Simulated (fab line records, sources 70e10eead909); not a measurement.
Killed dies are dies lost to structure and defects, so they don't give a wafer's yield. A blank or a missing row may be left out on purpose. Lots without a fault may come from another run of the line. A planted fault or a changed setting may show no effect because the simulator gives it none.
fab line records | flow nand_harc | part 1 of 2: steps 1 to 20 of 30
record lots=5 wafers=15 last_day=32
route steps=1302 shown A_CONTACT@983
lots that met no fault: from a run of the same line without faults
start_h: hours from the record's first day to the start of the lot's first wafer shown | wait_h: hours since the lot's step before | " the same as in the row above | L1.1+2: a row that stands for several wafers | - no value, or no start given | * or withheld: withheld | < > ~ a bound
route shown NAME@n: a module of which the file shows steps, and the number in the route of the first | usual: mean/standard deviation of fault-free wafers | same: alike in all rows | chamber/n: place in a boat | sites: the reading at each site | _std_site: their standard deviation | _edge_site: outer sites' mean less inner sites' | radius_mm: how far each site lies from the wafer's centre | mask NAME#n: copy n | behind: the tool/chamber that last shaped the wafer | hold: why the lot was held/for how many hours/how that ended | device: the transistor (n, p or np) that didn't switch | end of line: the same wafers' tests at the end of the route | a step without rows: its recipe alone | killed: dies lost to structure and defects at the first sort, not the wafer's yield | map: a wafer's dies, x killed, . not, _ none there
set.NAME: the setting as run; set.NAME@STEP: as run at that earlier step | model.NAME: the simulator's own value behind a step, which no gauge read
lots at some steps of the route; a table a step, a row a wafer
services: from which hour (start_h, from the record's first day; less than 0 if before it) a tool's chamber was out of use, for how many hours, and why
## steps
# step NHARC_A_CONTACT_DEP_24
# recipe target_thk_a=5000 temp_c=400 pressure_torr=6.5 rf_w=900 teos_flow_sccm=161.4 flow_sccm=2650 target_thk_nm=500 gas=O2 material=SiO2
# usual heater_power_w=614/94 throttle_valve_pct=16.0/0.48
# columns lot.wafer tool chamber start_h wait_h heater_power_w since_wet_clean_h throttle_valve_pct
L078.1 pecvd-02 0 513.37 0.3 473 92 16.7
L078.3 " 1 " " 653 92 15.4
L078.5 " 0 " " 506 - 16.7
L082.2 pecvd-01 0 561.72 0.1 738 57 16.1
L082.3 " 1 " " 565 57 15.4
L082.1 " 2 " " 695 57 16.8
L087.2 pecvd-02 2 628.15 0.1 543 26 15.5
L087.6 " 1 " " 639 - 15.3
L087.4 " 0 " " 578 - 16.5
L090.3 pecvd-04 1 644.72 0.1 540 1 15.6
L090.5 " 0 " " 633 - 16.2
L090.4 " 1 " " 543 - 15.7
L093.2 pecvd-04 1 677.57 0.1 562 34 15.8
L093.1 " 0 " " 768 34 16.5
L093.6 " 1 " " 611 - 15.6
# step NHARC_A_CONTACT_DEP_28
# recipe target_thk_a=70000 temp_c=400 material=aC
# usual throttle_valve_pct=35.000/0.0097
# columns lot.wafer tool chamber start_h wait_h throttle_valve_pct
L078.1 acl_dep-01 0 514.00 0.1 35.001
L078.3 " 0 515.43 1.5 34.999
L078.5 " 0 516.85 2.9 34.989
L082.1 acl_dep-02 0 564.70 2.4 35.015
L082.2 " 0 " " 34.983
L082.3 " 0 " " 35.000
L087.2 acl_dep-02 0 629.40 0.8 35.005
L087.4 " 0 630.81 2.2 34.992
L087.6 " 0 632.22 3.6 35.001
L090.3 acl_dep-02 0 648.02 2.8 35.002
L090.4 " 0 " " 34.984
L090.5 " 0 " " 35.001
L093.1 acl_dep-01 0 679.35 1.2 34.992
L093.2 " 0 " " 34.994
L093.6 " 0 682.84 4.7 34.985
# step NHARC_A_CONTACT_DEP_29
# recipe target_thk_a=1000 target_thk_nm=100 temp_c=400 pressure_torr=3.5 flow_sccm=200 rf_w=350 material=SiON
# usual heater_power_w=795/88
# columns lot.wafer tool chamber start_h wait_h heater_power_w since_wet_clean_h
L078.1 pecvd-04 0 518.33 3.6 978 55
L078.3 " 1 " " 724 55
L078.5 " 0 " " 973 -
L082.2 pecvd-01 0 568.99 2.9 804 64
L082.1 " 1 " " 744 64
L082.3 " 2 " " 913 64
L087.2 pecvd-02 0 633.08 3.0 710 30
L087.4 " 2 " " 751 -
L087.6 " 1 " " 895 -
L090.3 pecvd-04 2 650.93 2.2 849 7
L090.5 " 1 " " 757 -
L090.4 " 2 " " 874 -
L093.1 pecvd-02 0 683.60 3.5 681 81
L093.2 " 1 " " 741 81
L093.6 " 0 " " 679 -
# step NHARC_A_CONTACT_DEHYDRATE_32
# recipe temp_c=150 time_s=120
# usual resist_line_temp_C=23.00/0.11
# columns lot.wafer tool chamber start_h wait_h resist_line_temp_C
L078.1 litho_track-01 0 518.60 0.2 22.92
L078.3 " 0 " " 23.00
L078.5 " 0 " " 23.00
L082.1 litho_track-01 0 569.27 0.2 23.00
L082.2 " 0 " " 23.02
L082.3 " 0 " " 22.92
L087.2 litho_track-01 0 633.32 0.2 23.03
L087.4 " 0 " " 23.02
L087.6 " 0 " " 23.17
L090.3 litho_track-01 0 651.17 0.2 22.88
L090.4 " 0 " " 22.91
L090.5 " 0 " " 23.00
L093.1 litho_track-04 0 683.87 0.2 23.08
L093.2 " 0 " " 22.90
L093.6 " 0 " " 22.78
# step NHARC_A_CONTACT_HMDS_33
# recipe time_s=30
# usual resist_line_temp_C=22.99/0.11
# columns lot.wafer tool chamber start_h wait_h resist_line_temp_C
L078.1 litho_track-01 0 - - 22.92
L078.3 " 0 " " 22.91
L078.5 " 0 " " 23.05
L082.1 litho_track-01 0 - - 23.05
L082.2 " 0 " " 22.71
L082.3 " 0 " " 22.89
L087.2 litho_track-01 0 - - 23.18
L087.4 " 0 " " 23.14
L087.6 " 0 " " 23.14
L090.3 litho_track-01 0 - - 22.99
L090.4 " 0 " " 22.98
L090.5 " 0 " " 22.78
L093.1 litho_track-04 0 - - 23.13
L093.2 " 0 " " 23.12
L093.6 " 0 " " 22.94
# step NHARC_A_CONTACT_COAT_34
# recipe temp_c=260 time_s=75
# usual resist_line_temp_C=22.98/0.13
# columns lot.wafer tool chamber start_h wait_h resist_line_temp_C
L078.1 litho_track-01 0 - - 22.92
L078.3 " 0 " " 22.98
L078.5 " 0 " " 22.92
L082.1 litho_track-01 0 - - 22.99
L082.2 " 0 " " 23.12
L082.3 " 0 " " 23.13
L087.2 litho_track-01 0 - - 23.05
L087.4 " 0 " " 23.09
L087.6 " 0 " " 22.91
L090.3 litho_track-01 0 - - 22.88
L090.4 " 0 " " 23.02
L090.5 " 0 " " 23.01
L093.1 litho_track-04 0 - - 23.05
L093.2 " 0 " " 23.02
L093.6 " 0 " " 23.10
# step NHARC_A_CONTACT_COAT_35
# recipe temp_c=225 time_s=65
# usual resist_line_temp_C=22.99/0.1
# columns lot.wafer tool chamber start_h wait_h resist_line_temp_C
L078.1 litho_track-01 0 - - 22.89
L078.3 " 0 " " 22.96
L078.5 " 0 " " 23.05
L082.1 litho_track-01 0 - - 22.92
L082.2 " 0 " " 23.01
L082.3 " 0 " " 23.01
L087.2 litho_track-01 0 - - 23.09
L087.4 " 0 " " 22.93
L087.6 " 0 " " 23.05
L090.3 litho_track-01 0 - - 23.20
L090.4 " 0 " " 23.29
L090.5 " 0 " " 23.05
L093.1 litho_track-04 0 - - 22.91
L093.2 " 0 " " 23.13
L093.6 " 0 " " 23.18
# step NHARC_A_CONTACT_COAT_36
# recipe spin_rpm=1500 resist_thk_nm=90
# usual resist_line_temp_C=23.01/0.11
# columns lot.wafer tool chamber start_h wait_h resist_line_temp_C
L078.1 litho_track-01 0 - - 23.02
L078.3 " 0 " " 23.09
L078.5 " 0 " " 23.18
L082.1 litho_track-01 0 - - 23.25
L082.2 " 0 " " 23.19
L082.3 " 0 " " 23.17
L087.2 litho_track-01 0 - - 22.88
L087.4 " 0 " " 22.84
L087.6 " 0 " " 22.84
L090.3 litho_track-01 0 - - 23.03
L090.4 " 0 " " 22.95
L090.5 " 0 " " 22.94
L093.1 litho_track-04 0 - - 23.11
L093.2 " 0 " " 23.00
L093.6 " 0 " " 23.08
# step NHARC_A_CONTACT_SOFTBAKE_37
# recipe temp_c=105 time_s=55
# usual resist_line_temp_C=23.00/0.11
# columns lot.wafer tool chamber start_h wait_h resist_line_temp_C
L078.1 litho_track-01 0 - - 23.12
L078.3 " 0 " " 22.99
L078.5 " 0 " " 22.91
L082.1 litho_track-01 0 - - 22.95
L082.2 " 0 " " 22.92
L082.3 " 0 " " 23.08
L087.2 litho_track-01 0 - - 23.07
L087.4 " 0 " " 22.94
L087.6 " 0 " " 23.01
L090.3 litho_track-01 0 - - 22.96
L090.4 " 0 " " 23.11
L090.5 " 0 " " 22.80
L093.1 litho_track-04 0 - - 23.02
L093.2 " 0 " " 23.18
L093.6 " 0 " " 23.16
# step NHARC_A_CONTACT_EBR_38
# usual resist_line_temp_C=22.99/0.096
# columns lot.wafer tool chamber start_h wait_h resist_line_temp_C
L078.1 litho_track-01 0 - - 22.86
L078.3 " 0 " " 23.03
L078.5 " 0 " " 23.18
L082.1 litho_track-01 0 - - 23.02
L082.2 " 0 " " 22.88
L082.3 " 0 " " 22.88
L087.2 litho_track-01 0 - - 23.03
L087.4 " 0 " " 23.18
L087.6 " 0 " " 22.97
L090.3 litho_track-01 0 - - 23.01
L090.4 " 0 " " 22.98
L090.5 " 0 " " 22.89
L093.1 litho_track-04 0 - - 22.84
L093.2 " 0 " " 22.96
L093.6 " 0 " " 22.97
# step NHARC_A_CONTACT_EXPOSE_39
# recipe na=1.35 sigma_outer=0.8 dose_mj=58.79 mask_id=A_CC_3
# same na=1.35
# columns lot.wafer tool chamber start_h wait_h mask
L078.1+3+5 arfi_scanner-03 0 518.79 - A_CC_3#0
L082.1+2+3 arfi_scanner-01 0 569.45 - A_CC_3#0
L087.2+4+6 arfi_scanner-01 0 633.63 - A_CC_3#0
L090.3+4+5 arfi_scanner-01 0 651.48 - A_CC_3#0
L093.1+2+6 arfi_scanner-02 0 684.18 - A_CC_3#0
# step NHARC_A_CONTACT_PEB_40
# recipe peb_temp_c=100 peb_time_s=65
# usual resist_line_temp_C=22.99/0.1
# columns lot.wafer tool chamber start_h wait_h resist_line_temp_C
L078.1 litho_track-06 0 518.85 0.1 22.98
L078.3 " 0 " " 23.04
L078.5 " 0 " " 23.11
L082.1 litho_track-04 0 569.51 0.1 22.93
L082.2 " 0 " " 23.00
L082.3 " 0 " " 22.81
L087.2 litho_track-01 0 633.70 0.1 23.07
L087.4 " 0 " " 22.92
L087.6 " 0 " " 23.06
L090.3 litho_track-06 0 651.54 0.0 23.10
L090.4 " 0 " " 22.89
L090.5 " 0 " " 23.00
L093.1 litho_track-04 0 684.25 0.1 23.02
L093.2 " 0 " " 23.14
L093.6 " 0 " " 23.02
# step NHARC_A_CONTACT_DEVELOP_41
# recipe develop_time_s=35 dev_temp_c=23
# usual resist_line_temp_C=23.01/0.1
# columns lot.wafer tool chamber start_h wait_h resist_line_temp_C
L078.1 litho_track-06 0 - - 22.79
L078.3 " 0 " " 22.90
L078.5 " 0 " " 22.97
L082.1 litho_track-04 0 - - 23.04
L082.2 " 0 " " 23.07
L082.3 " 0 " " 22.98
L087.2 litho_track-01 0 - - 22.99
L087.4 " 0 " " 23.03
L087.6 " 0 " " 22.95
L090.3 litho_track-06 0 - - 23.06
L090.4 " 0 " " 23.07
L090.5 " 0 " " 23.05
L093.1 litho_track-04 0 - - 23.14
L093.2 " 0 " " 23.09
L093.6 " 0 " " 22.86
# step NHARC_A_CONTACT_CD_MEAS_42
# recipe target_cd_nm=300 landing_energy_ev=500
# usual cd_nm=300.3/0.63
# same landing_energy_ev=500
# columns lot.wafer tool chamber start_h wait_h cd_nm
L078.1 cd_sem-03 0 518.93 - 301.0
L078.3 " 0 " " 299.8
L078.5 " 0 " " 301.4
L082.1 cd_sem-01 0 569.59 - 300.6
L082.2 " 0 " " 299.3
L082.3 " 0 " " 300.1
L087.2 cd_sem-02 0 633.78 - 300.5
L087.4 " 0 " " 300.2
L087.6 " 0 " " 300.8
L090.3 cd_sem-01 0 651.62 - 300.8
L090.4 " 0 " " 300.4
L090.5 " 0 " " 301.7
L093.1 cd_sem-02 0 684.33 - 300.2
L093.2 " 0 " " 299.0
L093.6 " 0 " " 299.3
# step NHARC_A_CONTACT_OVL_MEAS_43
# usual overlay_x_nm=-0.1/0.82 overlay_y_nm=-0.1/0.87
# columns lot.wafer tool chamber start_h wait_h overlay_x_nm overlay_y_nm
L078.1 overlay-02 - 519.02 - -0.5 0.6
L078.3 " - " " -0.3 0.8
L078.5 " - " " -0.6 0.5
L082.1 overlay-01 - 569.68 - 0.3 0.3
L082.2 " - " " 0.3 0.3
L082.3 " - " " 0.7 0.7
L087.2 overlay-02 - 633.87 - -0.6 0.6
L087.4 " - " " -0.7 0.4
L087.6 " - " " -0.5 0.5
L090.3 overlay-01 - 651.70 - 0.4 1.1
L090.4 " - " " 0.8 1.8
L090.5 " - " " 0.3 1.8
L093.1 overlay-01 - 684.41 - -0.9 -0.4
L093.2 " - " " -0.8 -1.1
L093.6 " - " " -0.7 -0.6
# step NHARC_A_CONTACT_INSPECT_44
# usual raw_defect_count=87/31
# columns lot.wafer tool chamber start_h wait_h raw_defect_count
L078.1 defect_inspect-02 - 519.05 0.0 55
L078.3 " - " " 75
L078.5 " - " " 53
L082.1 defect_inspect-01 - 569.71 0.0 31
L082.2 " - " " 31
L082.3 " - " " 34
L087.2 defect_inspect-01 - 633.91 0.0 59
L087.4 " - " " 51
L087.6 " - " " 73
L090.3 defect_inspect-02 - 651.74 0.0 71
L090.4 " - " " 67
L090.5 " - " " 61
L093.1 defect_inspect-02 - 684.45 0.0 114
L093.2 " - " " 113
L093.6 " - " " 123
# step NHARC_A_CONTACT_DESCUM_47
# recipe time_s=3 o2_flow_sccm=200 ar_flow_sccm=0 bias_power_w=0 chemistry=O2
# usual drypump_motor_current_A=5.7/0.43 oes_product_au=0.996/0.012 rf_vpp_V=57.7/0.94 showerhead_plenum_p_Torr=1.90/0.099 throttle_valve_pct=11.311/0.0096
# columns lot.wafer tool chamber start_h wait_h drypump_motor_current_A oes_product_au rf_hours_counter_h rf_vpp_V showerhead_plenum_p_Torr throttle_valve_pct
L078.1 rie_diel-09 0 519.16 0.1 6.0 1.010 6 58.6 1.81 11.306
L078.3 " 1 " " 6.2 0.985 7 59.2 2.02 11.295
L078.5 " 2 " " 6.1 0.990 - 57.6 2.04 11.315
L082.3 rie_diel-02 1 569.78 0.1 5.3 0.981 27 57.7 1.79 11.321
L082.1 " 2 " " 5.9 1.010 26 57.2 1.86 11.318
L082.2 " 3 " " 6.1 1.004 25 57.7 2.07 11.324
L087.2 rie_diel-09 3 633.98 0.1 5.8 0.979 50 57.7 1.90 11.322
L087.4 " 0 " " 6.0 1.020 53 56.1 1.79 11.318
L087.6 " 2 " " 6.1 0.982 - 57.3 2.02 11.304
L090.3 rie_diel-02 0 651.80 0.1 5.2 0.988 13 56.8 1.89 11.299
L090.4 " 3 " " 6.1 0.984 13 58.2 2.06 11.313
L090.5 " 0 " " 5.2 0.995 - 56.9 1.89 11.313
L093.2 rie_diel-02 1 684.52 0.1 5.3 0.990 22 56.2 1.78 11.342
L093.1 " 3 " " 6.1 1.003 20 57.6 2.06 11.310
L093.6 " 1 " " 5.3 0.994 - 56.5 1.78 11.319
# step NHARC_A_CONTACT_ETCH_48
# recipe target_depth_a=390 over_etch_frac=0.3 time_s=65 ion_energy_ev=80 cf4_flow_sccm=150 ar_flow_sccm=0 rf_w=300 bias_w=100 chemistry=CF4
# usual bias_w=100.00/0.29 drypump_motor_current_A=5.8/0.43 oes_product_au=0.999/0.012 rf_vpp_V=151.2/1.3 showerhead_plenum_p_Torr=1.76/0.085 throttle_valve_pct=13.282/0.0092
# same over_etch_frac=0.3
# columns lot.wafer tool chamber start_h wait_h bias_w drypump_motor_current_A oes_product_au rf_hours_counter_h rf_vpp_V showerhead_plenum_p_Torr throttle_valve_pct
L078.3 rie_diel-09 1 519.24 0.1 100.12 6.2 0.995 7 151.3 1.86 13.308
L078.1 " 2 " " 99.63 6.1 0.997 8 152.1 1.87 13.283
L078.5 " 0 " " 100.00 6.0 1.001 - 151.0 1.68 13.299
L082.2 rie_diel-02 2 569.86 0.1 100.00 5.8 1.027 26 150.1 1.72 13.299
L082.3 " 0 " " 100.04 5.2 0.989 22 150.8 1.75 13.294
L082.1 " 1 " " 99.70 5.3 0.980 27 150.3 1.66 13.283
L087.2 rie_diel-09 0 634.05 0.1 100.12 6.0 1.010 53 149.0 1.67 13.290
L087.4 " 3 " " 100.01 5.8 0.987 50 149.8 1.76 13.266
L087.6 " 0 " " 100.10 5.9 1.011 - 148.7 1.67 13.282
L090.4 rie_diel-02 3 652.44 0.6 99.88 6.1 0.986 14 152.5 1.90 13.275
L090.3 " 0 " " 100.19 5.2 0.987 14 151.9 1.75 13.293
L090.5 " 3 " " 99.68 6.1 0.999 - 152.8 1.90 13.282
L093.2 rie_diel-02 2 684.60 0.1 99.72 5.8 1.008 23 150.9 1.71 13.286
L093.1 " 3 " " 100.28 6.1 1.003 20 153.5 1.89 13.280
L093.6 " 1 " " 99.92 5.3 0.994 - 150.4 1.65 13.298
# step NHARC_A_CONTACT_ETCH_49
# recipe target_depth_a=2600 over_etch_frac=0.3 time_s=475.3 ion_energy_ev=200 n2_flow_sccm=150 h2_flow_sccm=150 ar_flow_sccm=0 rf_w=400 bias_w=150 chemistry=N2/H2
# usual bias_w=150.0/0.41 drypump_motor_current_A=5.7/0.41 oes_product_au=0.999/0.012 rf_vpp_V=430.1/3 showerhead_plenum_p_Torr=2.02/0.11 throttle_valve_pct=14.171/0.0093
# same over_etch_frac=0.3
# columns lot.wafer tool chamber start_h wait_h bias_w drypump_motor_current_A oes_product_au rf_hours_counter_h rf_vpp_V showerhead_plenum_p_Torr throttle_valve_pct
L078.1 rie_diel-09 2 - - 149.7 6.1 0.999 8 434.0 2.17 14.174
L078.3 " 3 " " 150.4 5.8 0.990 7 430.3 2.05 14.165
L078.5 " 0 " " 150.3 6.0 1.018 - 427.1 1.93 14.179
L082.1 rie_diel-02 2 - - 149.6 5.8 0.997 26 429.4 1.98 14.178
L082.2 " 3 " " 150.4 6.1 0.989 25 434.2 2.21 14.174
L082.3 " 1 " " 150.6 5.3 0.982 27 426.4 1.90 14.182
L087.2 rie_diel-09 1 - - 149.9 6.2 0.996 53 432.4 2.13 14.153
L087.4 " 2 " " 150.5 6.1 0.971 50 434.2 2.16 14.170
L087.6 " 3 " " 150.2 5.8 0.989 - 430.4 2.03 14.166
L090.3 rie_diel-02 0 - - 150.1 5.2 0.996 14 429.5 2.01 14.179
L090.4 " 1 " " 150.4 5.3 0.989 16 426.3 1.89 14.176
L090.5 " 3 " " 149.0 6.1 1.002 - 436.0 2.20 14.167
L093.2 rie_diel-02 0 - - 149.5 5.2 0.979 19 428.5 2.01 14.184
L093.1 " 1 " " 149.8 5.3 0.983 22 425.6 1.89 14.169
L093.6 " 2 " " 150.2 5.8 1.011 - 427.9 1.97 14.168
# step NHARC_A_CONTACT_ETCH_50
# recipe target_depth_a=1210 time_s=60.5 cf4_flow_sccm=100 chf3_flow_sccm=30 ar_flow_sccm=0 rf_w=500 bias_w=200 chemistry=CF4/CHF3
# usual bias_w=200.0/0.6 drypump_motor_current_A=5.7/0.44 oes_product_au=0.952/0.022 rf_vpp_V=370.2/2.6 showerhead_plenum_p_Torr=1.56/0.074 throttle_valve_pct=16.802/0.0095
# columns lot.wafer tool chamber start_h wait_h bias_w drypump_motor_current_A oes_product_au rf_hours_counter_h rf_vpp_V showerhead_plenum_p_Torr throttle_valve_pct
L078.1 rie_diel-09 2 - - 200.4 6.1 0.941 9 373.7 1.67 16.812
L078.3 " 0 " " 198.7 5.9 0.957 6 368.9 1.49 16.800
L078.5 " 2 " " 200.7 6.1 0.950 - 374.4 1.67 16.797
L082.2 rie_diel-02 0 - - 200.1 5.2 0.971 22 369.1 1.56 16.821
L082.1 " 2 " " 200.1 5.8 0.961 27 370.0 1.53 16.815
L082.3 " 3 " " 200.6 6.1 0.974 25 375.0 1.69 16.810
L087.4 rie_diel-09 3 - - 200.9 5.7 0.912 50 370.5 1.57 16.813
L087.2 " 0 " " 199.3 5.9 0.936 53 367.7 1.48 16.808
L087.6 " 3 " " 200.3 5.8 0.911 - 371.0 1.57 16.806
L090.3 rie_diel-02 1 - - 199.4 5.3 0.947 16 367.0 1.47 16.810
L090.4 " 3 " " 200.1 6.1 0.939 14 375.3 1.69 16.801
L090.5 " 2 " " 200.1 5.8 0.970 - 370.3 1.53 16.779
L093.1 rie_diel-02 1 - - 200.3 5.3 0.953 22 367.4 1.47 16.795
L093.2 " 2 " " 200.1 5.8 0.989 23 370.3 1.52 16.786
L093.6 " 0 " " 199.6 5.2 0.931 - 370.4 1.55 16.804
